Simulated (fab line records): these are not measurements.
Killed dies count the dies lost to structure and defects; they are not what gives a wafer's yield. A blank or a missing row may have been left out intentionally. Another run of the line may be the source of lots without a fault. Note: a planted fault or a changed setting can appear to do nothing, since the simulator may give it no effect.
A single fault, viewed from 2 desks -- flow nand_harc -- each desk has only its own numbers; what lay behind them comes last

== THE DEFECT DESK ==
Per lot, the means of the sampled wafers with a number show what the inspections along the route counted. If a lot's mean is further than 4 standard deviations from the usual mean, the lot is out of limits and carries the mark OUT (the distance appears in the brackets).
Columns: A = raw_defect_count at NHARC_A_ONON_D1_INSPECT_32, usual 80
lot,first seen here,A
L949,day 8 11:19,111
L950,day 9 02:47,73
L952,day 10 06:08,106
L955,day 11 04:00,108
L954,day 11 04:01,75
L956,day 11 19:09,82
L957,day 11 19:09,46
L958,day 12 13:40,63
L964,day 14 23:28,55
L965,day 15 11:52,79
L966,day 15 18:24,106
L970,day 17 16:30,77
Finding of this desk: none of the 12 lots has anything out of limits.

== THE TOOL OWNER'S DESK: rie_diel-01 ==
The tool's own readings at NHARC_A_CHANNEL_HOLE_D1_ETCH_39 (etches the open film in N2/H2, target depth 260 nm, time 325 s): means of the sampled wafers that have a number, for each lot that ran on this tool. If a lot's mean is further than 4 standard deviations from the usual mean, the lot is out of limits and carries the mark OUT (the distance appears in the brackets).
Columns: A = drypump_motor_current_A at NHARC_A_CHANNEL_HOLE_D1_ETCH_39, usual 5.6 A; B = mfc_ar_sccm at NHARC_A_CHANNEL_HOLE_D1_ETCH_39, usual 0.010 sccm; C = oes_product_au at NHARC_A_CHANNEL_HOLE_D1_ETCH_39, usual 1.003 a.u.; D = rf_vpp_V at NHARC_A_CHANNEL_HOLE_D1_ETCH_39, usual 431.7 V; E = showerhead_plenum_p_Torr at NHARC_A_CHANNEL_HOLE_D1_ETCH_39, usual 2.08 Torr; F = throttle_valve_pct at NHARC_A_CHANNEL_HOLE_D1_ETCH_39, usual 14.172 %
lot,first seen here,A,B,C,D,E,F
L949,day 8 14:52,5.8,0.005,1.003,432.8,2.10,14.171
L950,day 9 11:41,5.4,0.013,1.003,433.7,2.14,14.169
L955,day 11 08:28,5.5,0.013,1.004,432.2,2.11,14.170
L956,day 11 22:08,5.3,0.008,1.005,432.8,2.12,14.178
L957,day 12 00:08,5.3,0.013,1.005,432.4,2.14,14.170
L958,day 12 20:31,5.7,0.010,1.008,434.0,2.12,14.161
L964,day 15 02:31,5.4,0.007,1.008,432.5,2.09,14.169
L965,day 15 14:57,5.7,0.005,1.010,431.6,2.09,14.183
L966,day 16 01:34,5.6,0.007,0.994,431.1,2.06,14.175
Finding of this desk: none of the 9 lots has anything out of limits.

== TAKEN TOGETHER ==
The defect desk saw nothing out of limits.
The tool owner's desk saw nothing out of limits.

== WHAT THE SIMULATOR PUT IN ==
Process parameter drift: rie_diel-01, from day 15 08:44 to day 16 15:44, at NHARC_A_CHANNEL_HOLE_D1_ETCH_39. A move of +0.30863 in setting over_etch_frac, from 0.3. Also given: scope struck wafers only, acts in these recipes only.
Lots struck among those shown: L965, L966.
